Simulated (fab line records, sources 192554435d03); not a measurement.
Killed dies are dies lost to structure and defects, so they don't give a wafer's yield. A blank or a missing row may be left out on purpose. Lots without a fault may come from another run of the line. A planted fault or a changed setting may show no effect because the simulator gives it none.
Split-lot experiment | flow n5_finfet | 7 lots, 21 wafers read, on a route of 1938 steps

THE SPLIT
At N5_MOL_CONTACT_COAG_COAT_02 (resist thk 30 nm), the setting spin_rpm was moved away from the recipe's 1500 rpm on 6 of the 21 wafers read, by -7.2% to +11.3%. The other wafers ran this setting at the recipe's value.

FROM THE SPLIT TO THE READING: what the file shows between them, 4 steps
- N5_MOL_CONTACT_COAG_EBR_04
- N5_MOL_CONTACT_COAG_SOFTBAKE_03: time 60 s
- N5_MOL_CONTACT_COAG_EXPOSE_05: exposes mask CA, defocus 0 nm
- N5_MOL_CONTACT_COAG_PEB_06: peb time 60 s

THE READING
CAR-EUV_of_MOL_CONTACT_COAG_COAT_02.thk_nm (the simulator's own value, which no gauge read), in nm, at N5_MOL_CONTACT_COAG_DEVELOP_07 (develop time 30 s). The file gives no usual value for it. The 15 wafers here that ran the recipe average 29.5 nm, standard deviation 0.14 nm.

wafer  | tool, chamber at the split | spin_rpm as run, rpm | against the recipe | CAR-EUV_of_MOL_CONTACT_COAG_COAT_02.thk_nm, nm | against lot-mates on the recipe
L075.1 | litho_track-03, 0          | 1500                 | recipe             | 29.6                                           | -
L075.2 | litho_track-03, 0          | 1500                 | recipe             | 29.4                                           | -
L075.3 | litho_track-03, 0          | 1500                 | recipe             | 29.4                                           | -
L076.4 | litho_track-04, 0          | 1500                 | recipe             | 29.8                                           | -
L076.5 | litho_track-04, 0          | 1500                 | recipe             | 29.8                                           | -
L076.6 | litho_track-04, 0          | 1406                 | -6.3%              | 30.6                                           | +0.8
L077.1 | litho_track-01, 0          | 1602                 | +6.8%              | 28.6                                           | -0.8
L077.3 | litho_track-01, 0          | 1500                 | recipe             | 29.4                                           | -
L077.6 | litho_track-01, 0          | 1602                 | +6.8%              | 28.4                                           | -1.0
L080.1 | litho_track-01, 0          | 1500                 | recipe             | 29.6                                           | -
L080.2 | litho_track-01, 0          | 1392                 | -7.2%              | 30.6                                           | +1.0
L080.5 | litho_track-01, 0          | 1392                 | -7.2%              | 30.8                                           | +1.2
L082.3 | litho_track-03, 0          | 1500                 | recipe             | 29.4                                           | -
L082.6 | litho_track-03, 0          | 1500                 | recipe             | 29.4                                           | -
L082.4 | litho_track-03, 0          | 1669                 | +11.3%             | 27.8                                           | -1.6
L087.1 | litho_track-01, 0          | 1500                 | recipe             | 29.4                                           | -
L087.5 | litho_track-01, 0          | 1500                 | recipe             | 29.4                                           | -
L087.4 | litho_track-01, 0          | 1500                 | recipe             | 29.6                                           | -
L095.1 | litho_track-01, 0          | 1500                 | recipe             | 29.4                                           | -
L095.3 | litho_track-01, 0          | 1500                 | recipe             | 29.4                                           | -
L095.6 | litho_track-01, 0          | 1500                 | recipe             | 29.4                                           | -

THE FIT
A straight line over all 21 wafers: CAR-EUV_of_MOL_CONTACT_COAG_COAT_02.thk_nm changes by -0.157 nm for each +1% of spin_rpm; r = -0.98; the points scatter about the line by 0.14 nm.
The same after taking each lot's own level away (the mean of its wafers on the recipe; 21 wafers): -0.141 nm for each +1%; r = -0.99; scatter 0.079 nm.
On that fit, the largest move of spin_rpm shifts the reading by 1.6 nm.
The lots' own levels span 29.40 to 29.80 nm, that is 2.8 times the standard deviation above.
So the lot-to-lot level changes the slope: the two fits differ.
Check: with one of the wafers moved furthest among these (+11.3%) left out of the fit, the line predicts -1.57 nm for it against its lot-mates. It came out at -1.6 nm against them.

OTHER SPLITS ON THESE WAFERS
These wafers also went through other splits before the reading. Each is held against what the fit with the lots' levels taken away leaves over:
other split on the same wafers        | wafers away from the commonest value | r with CAR-EUV_of_MOL_CONTACT_COAG_COAT_02.thk_nm (lot level and that fit taken away)
N5_HKMG_FIN_EXPOSE_09 dose_mj         | 7                                    | +0.14
N5_HKMG_FIN_ETCH_35 source_w          | 7                                    | +0.03
N5_MOL_CONTACT_COAG_COAT_103 spin_rpm | 6                                    | -0.34

THE WHOLE CHAIN: every reading that the file lists as answering this split, in the file's order
step                           | what it does      | reading                                                                                     | change (the file's fit)               | r (the file's)
N5_MOL_CONTACT_COAG_COAT_02    | resist thk 30 nm  | CAR-EUV_of_MOL_CONTACT_COAG_COAT_02.thk_nm (the simulator's own value, which no gauge read) | -0.152 nm for each +1% of the setting | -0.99
N5_MOL_CONTACT_COAG_DEVELOP_07 | develop time 30 s | CAR-EUV_of_MOL_CONTACT_COAG_COAT_02.thk_nm (the simulator's own value, which no gauge read) | -0.14 nm for each +1% of the setting  | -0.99

THE FILE'S OWN FIT
CAR-EUV_of_MOL_CONTACT_COAG_COAT_02.thk_nm changes by -0.14 nm for each +1% of spin_rpm, r = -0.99.
